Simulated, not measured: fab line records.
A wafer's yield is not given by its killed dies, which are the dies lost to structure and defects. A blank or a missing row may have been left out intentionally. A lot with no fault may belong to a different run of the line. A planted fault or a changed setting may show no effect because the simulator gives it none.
Comparing a struck lot with a sound one	flow nandHarc	15 steps out of a route of 1159
Sound: wafers L111.1, L111.2, L111.4. Struck: wafer L126.6 (L126.1, L126.3, from the same lot, were not struck and are left out); the cause is given at the end.
Order at every step that has rows: each side's tool, ch and its chambers, its first start. Under that, the readings that differ: sound wafers	struck wafers	difference of the means	sigmas: that difference in standard deviations of wafers without a fault.
alike: words and numbers the same on both sides, and readings whose means are apart by under 2 such deviations; not compared: readings that were withheld, readings missing a value for some wafer, numbers with overlapping values and no deviation given by the record, and bounds like >300 which may hide the same value.
The two part at a step that has a row with sigmas, a row that says differs or no value, or rows on one side only. Numbers that don't overlap but have no deviation are shown without sigmas and don't part them. A reading missing from all wafers of one side parts the sides only when that side holds two or more wafers.

NHARC_P_GATE_INSPECT_28:
  sound on defectInspect-02 at day 5 03:33; struck on defectInspect-01 at day 8 19:05
  alike: rawDefectCount
then, 2 steps without rows for these wafers: NHARC_P_GATE_DESCUM_31 (chemistry O2, time 3 s); NHARC_P_GATE_ETCH_104 (etches the open film in CF4/CHF3, target depth 60 nm).
NHARC_P_GATE_HM_OPEN_105: chemistry O2/COS, target depth 360 nm.
  sound on rieDiel-05 ch 0,1,3; struck on rieDiel-11 ch 0
  alike: drypumpMotorCurrentA, oesProductAu, rfVppV, showerheadPlenumPTorr, throttleValvePct
  not compared: rfHoursCounterH
then, 1 step without rows for these wafers: NHARC_P_GATE_STRIP_106 (strips in O2/COS).
NHARC_P_GATE_ETCH_114: etches the open film in CF4/O2, target depth 30 nm, overetch 3 nm, time 16.5 s.
  sound on rieDiel-05 ch 1,2,3; struck on rieDiel-11 ch 1
reading	sound	struck	difference	sigmas
oesProductAu (a.u.)	0.996 0.993 0.989	1.017	+0.024	+2
rfVppV (V)	199.6 198.0 199.9	195.7	-3.5	-2
showerheadPlenumPTorr (Torr)	1.37 1.40 1.38	1.26	-0.12	-2
  alike: drypumpMotorCurrentA, throttleValvePct
  not compared: rfHoursCounterH
NHARC_P_GATE_ETCH_32: etches the open film in HBr/Cl2, target depth 150 nm, time 100.1 s.
  sound on rieSi-03 ch 1,2,3, day 5 04:15; struck on rieSi-03 ch 2, day 8 19:37
reading	sound	struck	difference	sigmas
throttleValvePct (%)	26.395 26.410 26.406	26.427	+0.023	+2
  alike: drypumpMotorCurrentA, oesProductAu
  not compared: rfHoursCounterH
NHARC_P_GATE_STRIP_108: strips in O2.
  sound on rieDiel-11 ch 0,1,2, day 5 04:25; struck on rieDiel-11 ch 1, day 8 19:46
  alike: drypumpMotorCurrentA, oesProductAu, rfVppV, showerheadPlenumPTorr, throttleValvePct
  not compared: rfHoursCounterH
NHARC_P_GATE_CD_MEAS_33:
  sound on cdSem-02 at day 5 04:36; struck on cdSem-03 at day 8 19:56
  alike: cdNm
then, 3 steps without rows for these wafers: NHARC_P_GATE_STRIP_35 (strips in SPM, time 600 s); NHARC_P_GATE_PRECLEAN_73 (cleans in SC1); NHARC_P_GATE_SRD_74.
NHARC_P_GATE_ALD_36: deposits SiNx, target thk 20 nm, pulse time 60 s, ald cycles 223.
  sound on aldSin-02 ch 0,1,2, day 5 06:07; struck on aldSin-02 ch 1, day 9 00:40
reading	sound	struck	difference	sigmas
aldCycles	223 223 223	208	-15	
  alike: heaterPowerW, precursorPulseHeightRel
NHARC_P_GATE_ETCHBACK_37: etches the open film in CHF3/O2, target depth 34.5 nm, time 17.2 s.
  sound on rieDiel-05 ch 0,1,2; struck on rieDiel-07 ch 3
  alike: chf3FlowSccm, drypumpMotorCurrentA, oesProductAu, rfVppV, showerheadPlenumPTorr, throttleValvePct
  not compared: rfHoursCounterH
-- break in the record here, with 15 days between the starts of the struck wafers on either side (left off in module P_GATE, picked up again in module END, where the first step shown is number 1159 on the route) --
NHARC_END_SORT_01:
  sound on prober-02 ch 0, day 20 20:11; struck on prober-01 ch 0, day 23 22:37
reading	sound	struck	difference	sigmas
killedAtArray	19 18 14	55	+38	+3
killedDies	24 21 18	56	+35	+3
  alike: killedAtOther, killedAtPeriphery, killedOpen, killedShort

== WHERE THEY PART ==
At NHARC_P_GATE_ETCH_114 first; at NHARC_END_SORT_01 last (within this record only).

WHY: whatever the simulator had introduced
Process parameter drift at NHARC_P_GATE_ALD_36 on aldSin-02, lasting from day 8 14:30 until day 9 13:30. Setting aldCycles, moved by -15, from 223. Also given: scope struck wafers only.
